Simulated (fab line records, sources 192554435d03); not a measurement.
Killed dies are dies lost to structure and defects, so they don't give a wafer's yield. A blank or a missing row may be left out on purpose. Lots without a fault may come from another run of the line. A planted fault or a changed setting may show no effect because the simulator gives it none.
Chamber matching | flow n5_finfet | N5_BEOL_M1_ALD_84 on ald_metal-03: 4 sister chambers
The step deposits TaN, pulse time 2 s, purge time 3 s, co reactant purge time 2 s. 14 wafers are shown with their chamber, then 7 later ones without.

WAFERS WITH THEIR CHAMBER
wafer  | chamber | heater_power_w (W) | precursor_vessel_pressure_torr (Torr) | chamber_pressure_Torr (Torr)
L074.1 | 1       | 427                | 26.24                                 | 2.990
L074.2 | 0       | 360                | 26.25                                 | 2.999
L074.6 | 2       | 419                | 26.28                                 | 2.997
L077.2 | 3       | 435                | 26.20                                 | 2.998
L077.3 | 0       | 353                | 26.27                                 | 2.995
L077.5 | 1       | 442                | 26.34                                 | 2.996
L083.1 | 1       | 442                | 26.30                                 | 2.986
L083.4 | 0       | 365                | 26.27                                 | 2.990
L083.5 | 3       | 453                | 26.25                                 | 2.989
L084.4 | 3       | 445                | 26.19                                 | 3.007
L084.5 | 2       | 429                | 26.34                                 | 3.001
L084.6 | 1       | 438                | 26.25                                 | 3.001
L089.2 | 1       | 431                | 26.20                                 | 3.007
L089.4 | 3       | 454                | 26.29                                 | 3.001

SIGNATURES (means of the wafers above)
reading                        | chamber 0 | chamber 1 | chamber 2 | chamber 3 | scatter within a chamber
heater_power_w                 | 359.33    | 436.00    | 424.00    | 446.75    | 7.33
precursor_vessel_pressure_torr | 26.2633   | 26.2660   | 26.3100   | 26.2325   | 0.0452
chamber_pressure_Torr          | 2.99467   | 2.99600   | 2.99900   | 2.99875   | 0.00707
Rule: a wafer's distance from a chamber is the root of the sum, over the readings, of the square of ((its reading less the chamber's mean) divided by the reading's scatter). The wafer belongs to the nearest chamber; if the next one is less than 2 further off, it can't be placed. The scatter: the root of (the sum of the squares of (reading less its chamber's mean) over the shown wafers, divided by (wafers less chambers)).

WAFERS WITHOUT THEIR CHAMBER
wafer  | heater_power_w (W) | precursor_vessel_pressure_torr (Torr) | chamber_pressure_Torr (Torr)
L089.5 | 441                | 26.19                                 | 3.009
L092.1 | 455                | 26.22                                 | 2.989
L092.2 | 437                | 26.26                                 | 3.017
L092.3 | 353                | 26.21                                 | 3.007
L095.3 | 437                | 26.33                                 | 3.006
L095.4 | 448                | 26.27                                 | 3.012
L095.5 | 424                | 26.23                                 | 3.004

WHICH CHAMBER EACH WENT THROUGH
wafer  | from the rows above          | in truth
L089.5 | can't be placed: 3 or 1 or 2 | 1
L092.1 | can't be placed: 3 or 1      | 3
L092.2 | can't be placed: 3 or 1 or 2 | 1
L092.3 | 0                            | 0
L095.3 | can't be placed: 1 or 2 or 3 | 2
L095.4 | can't be placed: 3 or 1 or 2 | 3
L095.5 | can't be placed: 2 or 1 or 3 | 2
Placed correctly: 1 of 7. Can't be placed from these rows: 6 (the true chamber is among the candidates in 6). Placed wrongly: 0.
